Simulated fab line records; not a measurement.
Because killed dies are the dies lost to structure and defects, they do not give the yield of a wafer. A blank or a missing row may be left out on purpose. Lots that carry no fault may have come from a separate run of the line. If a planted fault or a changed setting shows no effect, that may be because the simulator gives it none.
Chamber matching    flow n5_finfet    N5_SD_EPI_P_DESCUM_14 on rie_diel-01 has 4 sister chambers
The step chemistry O2, time 7.9 s. 14 wafers are shown with their chamber, then 7 later ones without.

WAFERS, EACH WITH ITS CHAMBER
wafer   chamber  drypump_motor_current_A (A)  rf_fwd_power_W (W)  showerhead_plenum_p_Torr (Torr)
L075.1  2        4.8                          49.31               1.97
L075.3  0        6.2                          49.35               2.19
L075.4  3        5.2                          49.32               2.10
L078.1  3        5.2                          49.34               2.10
L078.5  2        4.8                          49.56               1.97
L078.6  0        6.1                          49.34               2.18
L091.2  2        4.8                          49.38               2.22
L091.3  3        5.2                          49.48               2.09
L091.5  1        5.8                          49.77               2.23
L094.1  0        6.2                          49.30               2.17
L094.4  3        5.2                          49.47               2.09
L094.6  1        5.8                          49.65               2.23
L096.1  2        4.8                          49.51               2.22
L096.2  0        6.2                          49.26               2.17

SIGNATURES, as means of the wafers listed above
reading                   chamber 0  chamber 1  chamber 2  chamber 3  scatter within a chamber
drypump_motor_current_A   6.175      5.800      4.800      5.200      0.0274
rf_fwd_power_W            49.3125    49.7100    49.4400    49.4025    0.0856
showerhead_plenum_p_Torr  2.1775     2.2300     2.0950     2.0950     0.0793
Rule: a wafer's distance from a chamber is the root of the sum, over the readings, of the square of ((its reading less the chamber's mean) divided by the reading's scatter). The wafer belongs to the nearest chamber; if the next one is less than 2 further off, it can't be placed. The scatter: the root of (the sum of the squares of (reading less its chamber's mean) over the shown wafers, divided by (wafers less chambers)).

WAFERS WHOSE CHAMBER IS MISSING
wafer   drypump_motor_current_A (A)  rf_fwd_power_W (W)  showerhead_plenum_p_Torr (Torr)
L096.3  5.2                          49.82               2.08
L096.4  6.2                          49.36               2.17
L096.5  5.2                          49.67               2.08
L096.6  4.8                          49.57               2.22
L097.3  5.2                          49.41               2.08
L097.4  4.8                          49.45               2.22
L097.6  6.1                          49.34               2.17

THE CHAMBER EACH PASSED THROUGH
wafer   from the rows above  in truth
L096.3  3                    3
L096.4  0                    0
L096.5  3                    3
L096.6  2                    2
L097.3  3                    3
L097.4  2                    2
L097.6  0                    0
Placed correctly: 7 of 7. Can't be placed from these rows: 0. Number placed wrongly: 0.
